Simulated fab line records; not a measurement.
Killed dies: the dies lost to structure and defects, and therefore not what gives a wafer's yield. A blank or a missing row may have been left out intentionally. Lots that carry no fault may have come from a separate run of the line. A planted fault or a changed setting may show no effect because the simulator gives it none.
Split-lot trial || flow n5 finfet || 39 wafers read from 7 lots, route of 1938 steps

== THE SPLIT ==
At N5_FIN_SAQP_SPACER2_ALD_28 (deposits SiO2, target thk 8.1 nm, pulse time 1 s, purge time 2 s), the setting target thk a was moved away from the recipe's 81 angstrom on 12 of the 39 wafers read, by -10.7% to +11.2%. The other wafers ran this setting at the recipe's value.

== FROM THE SPLIT TO THE READING: what the file shows between them, 2 steps ==
- N5_FIN_SAQP_SPACER2_ETCHBACK_29: etches SiO2 in CHF3/O2, target depth 12.2 nm, time 6.1 s
- N5_FIN_SAQP_MANDREL2_REMOVE_60: chemistry HBr/Cl2/O2, target a-Si, stops on SiNx, bt time 10 s

== THE READING ==
At N5_FIN_SAQP_CD_MEAS_31: cd nm in nanometres, against a target cd of 8 nm. On this fab line, fault-free wafers typically give 8.10 nm with a standard deviation of 0.19 nm.

{"wafer": "L074.2", "tool, chamber at the split": "ald sin-03, 3,1,3", "target thk a as run, angstrom": 81, "against the recipe": "recipe", "cd nm, nm": 8.29, "against lot-mates on the recipe": "-"}
{"wafer": "L074.4", "tool, chamber at the split": "ald sin-03, 3,1,3", "target thk a as run, angstrom": 81, "against the recipe": "recipe", "cd nm, nm": 8.05, "against lot-mates on the recipe": "-"}
{"wafer": "L074.6", "tool, chamber at the split": "ald sin-03, 3,1,3", "target thk a as run, angstrom": 81, "against the recipe": "recipe", "cd nm, nm": 8.00, "against lot-mates on the recipe": "-"}
{"wafer": "L079.1", "tool, chamber at the split": "ald sin-03, 0,1,3", "target thk a as run, angstrom": 72.32, "against the recipe": "-10.7%", "cd nm, nm": 7.05, "against lot-mates on the recipe": -1.04}
{"wafer": "L079.2", "tool, chamber at the split": "ald sin-03, 2", "target thk a as run, angstrom": 81, "against the recipe": "recipe", "cd nm, nm": 7.95, "against lot-mates on the recipe": "-"}
{"wafer": "L079.3", "tool, chamber at the split": "ald sin-03, 0,1,3", "target thk a as run, angstrom": 72.32, "against the recipe": "-10.7%", "cd nm, nm": 7.07, "against lot-mates on the recipe": -1.02}
{"wafer": "L079.4", "tool, chamber at the split": "ald sin-03, 3,0", "target thk a as run, angstrom": 81, "against the recipe": "recipe", "cd nm, nm": 8.06, "against lot-mates on the recipe": "-"}
{"wafer": "L079.5", "tool, chamber at the split": "ald sin-03, 0,1,3", "target thk a as run, angstrom": 72.32, "against the recipe": "-10.7%", "cd nm, nm": 7.40, "against lot-mates on the recipe": -0.69}
{"wafer": "L079.6", "tool, chamber at the split": "ald sin-03, 3,0", "target thk a as run, angstrom": 81, "against the recipe": "recipe", "cd nm, nm": 8.27, "against lot-mates on the recipe": "-"}
{"wafer": "L080.1", "tool, chamber at the split": "ald sin-01, 1,2", "target thk a as run, angstrom": 81, "against the recipe": "recipe", "cd nm, nm": 7.99, "against lot-mates on the recipe": "-"}
{"wafer": "L080.2", "tool, chamber at the split": "ald sin-01, 0,3,3,0", "target thk a as run, angstrom": 81, "against the recipe": "recipe", "cd nm, nm": 8.07, "against lot-mates on the recipe": "-"}
{"wafer": "L080.3", "tool, chamber at the split": "ald sin-01, 1,2", "target thk a as run, angstrom": 81, "against the recipe": "recipe", "cd nm, nm": 8.01, "against lot-mates on the recipe": "-"}
{"wafer": "L080.4", "tool, chamber at the split": "ald sin-01, 0,3,3,0", "target thk a as run, angstrom": 81, "against the recipe": "recipe", "cd nm, nm": 7.95, "against lot-mates on the recipe": "-"}
{"wafer": "L080.5", "tool, chamber at the split": "ald sin-01, 0,3,3,0", "target thk a as run, angstrom": 81, "against the recipe": "recipe", "cd nm, nm": 8.23, "against lot-mates on the recipe": "-"}
{"wafer": "L080.6", "tool, chamber at the split": "ald sin-01, 0,3,3,0", "target thk a as run, angstrom": 81, "against the recipe": "recipe", "cd nm, nm": 8.11, "against lot-mates on the recipe": "-"}
{"wafer": "L082.1", "tool, chamber at the split": "ald sin-03, 3,2,1", "target thk a as run, angstrom": 90.11, "against the recipe": "+11.2%", "cd nm, nm": 8.73, "against lot-mates on the recipe": "+0.66"}
{"wafer": "L082.2", "tool, chamber at the split": "ald sin-03, 0,3", "target thk a as run, angstrom": 81, "against the recipe": "recipe", "cd nm, nm": 8.06, "against lot-mates on the recipe": "-"}
{"wafer": "L082.3", "tool, chamber at the split": "ald sin-03, 3,2,1", "target thk a as run, angstrom": 90.11, "against the recipe": "+11.2%", "cd nm, nm": 9.21, "against lot-mates on the recipe": "+1.14"}
{"wafer": "L082.4", "tool, chamber at the split": "ald sin-03, 3,2,1", "target thk a as run, angstrom": 90.11, "against the recipe": "+11.2%", "cd nm, nm": 8.94, "against lot-mates on the recipe": "+0.87"}
{"wafer": "L082.5", "tool, chamber at the split": "ald sin-03, 0,3", "target thk a as run, angstrom": 81, "against the recipe": "recipe", "cd nm, nm": 8.05, "against lot-mates on the recipe": "-"}
{"wafer": "L082.6", "tool, chamber at the split": "ald sin-03, 2", "target thk a as run, angstrom": 81, "against the recipe": "recipe", "cd nm, nm": 8.11, "against lot-mates on the recipe": "-"}
{"wafer": "L088.1", "tool, chamber at the split": "ald sin-03, 3,0,2", "target thk a as run, angstrom": 86.07, "against the recipe": "+6.3%", "cd nm, nm": 8.61, "against lot-mates on the recipe": "+0.52"}
{"wafer": "L088.2", "tool, chamber at the split": "ald sin-03, 2,1,3", "target thk a as run, angstrom": 81, "against the recipe": "recipe", "cd nm, nm": 8.03, "against lot-mates on the recipe": "-"}
{"wafer": "L088.3", "tool, chamber at the split": "ald sin-03, 3,0,2", "target thk a as run, angstrom": 86.07, "against the recipe": "+6.3%", "cd nm, nm": 8.59, "against lot-mates on the recipe": "+0.50"}
{"wafer": "L088.4", "tool, chamber at the split": "ald sin-03, 2,1,3", "target thk a as run, angstrom": 81, "against the recipe": "recipe", "cd nm, nm": 8.28, "against lot-mates on the recipe": "-"}
{"wafer": "L088.5", "tool, chamber at the split": "ald sin-03, 3,0,2", "target thk a as run, angstrom": 86.07, "against the recipe": "+6.3%", "cd nm, nm": 8.40, "against lot-mates on the recipe": "+0.31"}
{"wafer": "L088.6", "tool, chamber at the split": "ald sin-03, 2,1,3", "target thk a as run, angstrom": 81, "against the recipe": "recipe", "cd nm, nm": 7.96, "against lot-mates on the recipe": "-"}
{"wafer": "L095.1", "tool, chamber at the split": "ald sin-03, 1", "target thk a as run, angstrom": 81, "against the recipe": "recipe", "cd nm, nm": 8.19, "against lot-mates on the recipe": "-"}
{"wafer": "L095.2", "tool, chamber at the split": "ald sin-03, 3,0,3", "target thk a as run, angstrom": 85.38, "against the recipe": "+5.4%", "cd nm, nm": 8.45, "against lot-mates on the recipe": "+0.23"}
{"wafer": "L095.3", "tool, chamber at the split": "ald sin-03, 0,2", "target thk a as run, angstrom": 81, "against the recipe": "recipe", "cd nm, nm": 8.56, "against lot-mates on the recipe": "-"}
{"wafer": "L095.4", "tool, chamber at the split": "ald sin-03, 0,2", "target thk a as run, angstrom": 81, "against the recipe": "recipe", "cd nm, nm": 7.91, "against lot-mates on the recipe": "-"}
{"wafer": "L095.5", "tool, chamber at the split": "ald sin-03, 3,0,3", "target thk a as run, angstrom": 85.38, "against the recipe": "+5.4%", "cd nm, nm": 8.65, "against lot-mates on the recipe": "+0.43"}
{"wafer": "L095.6", "tool, chamber at the split": "ald sin-03, 3,0,3", "target thk a as run, angstrom": 85.38, "against the recipe": "+5.4%", "cd nm, nm": 8.86, "against lot-mates on the recipe": "+0.64"}
{"wafer": "L096.1", "tool, chamber at the split": "ald sin-01, 3,0,1,3", "target thk a as run, angstrom": 81, "against the recipe": "recipe", "cd nm, nm": 8.23, "against lot-mates on the recipe": "-"}
{"wafer": "L096.2", "tool, chamber at the split": "ald sin-01, 3,0,1,3", "target thk a as run, angstrom": 81, "against the recipe": "recipe", "cd nm, nm": 8.22, "against lot-mates on the recipe": "-"}
{"wafer": "L096.3", "tool, chamber at the split": "ald sin-01, 3,0,1,3", "target thk a as run, angstrom": 81, "against the recipe": "recipe", "cd nm, nm": 8.16, "against lot-mates on the recipe": "-"}
{"wafer": "L096.4", "tool, chamber at the split": "ald sin-01, 2", "target thk a as run, angstrom": 81, "against the recipe": "recipe", "cd nm, nm": 7.89, "against lot-mates on the recipe": "-"}
{"wafer": "L096.5", "tool, chamber at the split": "ald sin-01, 3,0,1,3", "target thk a as run, angstrom": 81, "against the recipe": "recipe", "cd nm, nm": 8.10, "against lot-mates on the recipe": "-"}
{"wafer": "L096.6", "tool, chamber at the split": "ald sin-01, 2", "target thk a as run, angstrom": 81, "against the recipe": "recipe", "cd nm, nm": 8.15, "against lot-mates on the recipe": "-"}
Rows listing several chambers each stand for several wafers; the file does not say which wafer went through which chamber.

FIT RESULTS
A straight line over all 39 wafers: cd nm changes by +0.0818 nm for each +1% of target thk a; r = +0.93; the points scatter about the line by 0.16 nm.
The same after taking each lot's own level away (the mean of its wafers on the recipe; 39 wafers): +0.081 nm for each +1%; r = +0.94; scatter 0.15 nm.
The reading moves by 0.91 nm for the largest change in target thk a, on that fit.
Across the lots, their own levels run from 8.060 to 8.220 nm, a range of 0.8 times the standard deviation given above.
The two slopes agree, so the slope changes little with the lot-to-lot level.
Check: +0.941 nm against its lot-mates is what the line predicts for one of the wafers moved furthest among these (+11.2%) when that wafer is left out of the fit. It came out at +0.657 nm against them.

== ADDITIONAL SPLITS CARRIED BY THESE WAFERS ==
Before the reading, these wafers also passed through other splits. Each is held against what the fit with the lots' levels taken away leaves over:
{"other split on the same wafers": "N5_WELL_APT_EXPOSE_22 dose mj", "wafers away from the commonest value": 9, "r with cd nm (lot level and that fit taken away)": "+0.05"}
{"other split on the same wafers": "N5_WELL_APT_IMPLANT_32 energy kev", "wafers away from the commonest value": 12, "r with cd nm (lot level and that fit taken away)": "+0.10"}

== THE WHOLE CHAIN: every reading that the file lists as answering this split, in the file's order ==
{"step": "N5_FIN_SAQP_SPACER2_ALD_28", "what it does": "deposits SiO2, target thk 8.1 nm, pulse time 1 s, purge time 2 s", "reading": "SiO2_of_FIN_SAQP_SPACER2_ALD_28.thk nm (the simulator's own value, which no gauge read)", "change (the file's fit)": "+0.0829 nm for each +1% of the setting", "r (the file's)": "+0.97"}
{"step": "N5_FIN_SAQP_MANDREL2_REMOVE_60", "what it does": "chemistry HBr/Cl2/O2, target a-Si, stops on SiNx, bt time 10 s", "reading": "FIN_SAQP.cd nm (the simulator's own value, which no gauge read)", "change (the file's fit)": "+0.08 nm for each +1% of the setting", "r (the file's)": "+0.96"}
{"step": "N5_FIN_SAQP_CD_MEAS_31", "what it does": "target cd 8 nm", "reading": "cd nm", "change (the file's fit)": "+0.0806 nm for each +1% of the setting", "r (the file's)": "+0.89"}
{"step": "N5_FIN_SAQP_HM_OPEN_33", "what it does": "chemistry CH3F/O2, target SiNx, target depth 49.4 nm, time 70.6 s", "reading": "FIN_SAQP.cd nm (the simulator's own value, which no gauge read)", "change (the file's fit)": "+0.0755 nm for each +1% of the setting", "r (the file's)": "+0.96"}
{"step": "N5_FIN_SAQP_ETCH_34", "what it does": "etches SiO2 in C4F6/O2, target depth 45 nm, time 15 s", "reading": "FIN_SAQP.cd nm (the simulator's own value, which no gauge read)", "change (the file's fit)": "+0.0731 nm for each +1% of the setting", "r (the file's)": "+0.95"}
{"step": "N5_FIN_SAQP_ETCH_64", "what it does": "etches SiO2 in CF4, target depth 1.5 nm", "reading": "FIN_SAQP.cd nm (the simulator's own value, which no gauge read)", "change (the file's fit)": "+0.0721 nm for each +1% of the setting", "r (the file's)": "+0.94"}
{"step": "N5_FIN_SAQP_FIN_ETCH_36", "what it does": "etches the open film in HBr/Cl2/O2, target depth 120 nm, time 50.4 s", "reading": "FIN_SAQP.cd nm (the simulator's own value, which no gauge read)", "change (the file's fit)": "+0.0683 nm for each +1% of the setting", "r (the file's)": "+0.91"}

== THE FILE'S OWN FIT ==
cd nm changes by +0.0806 nm for each +1% of target thk a, r = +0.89.
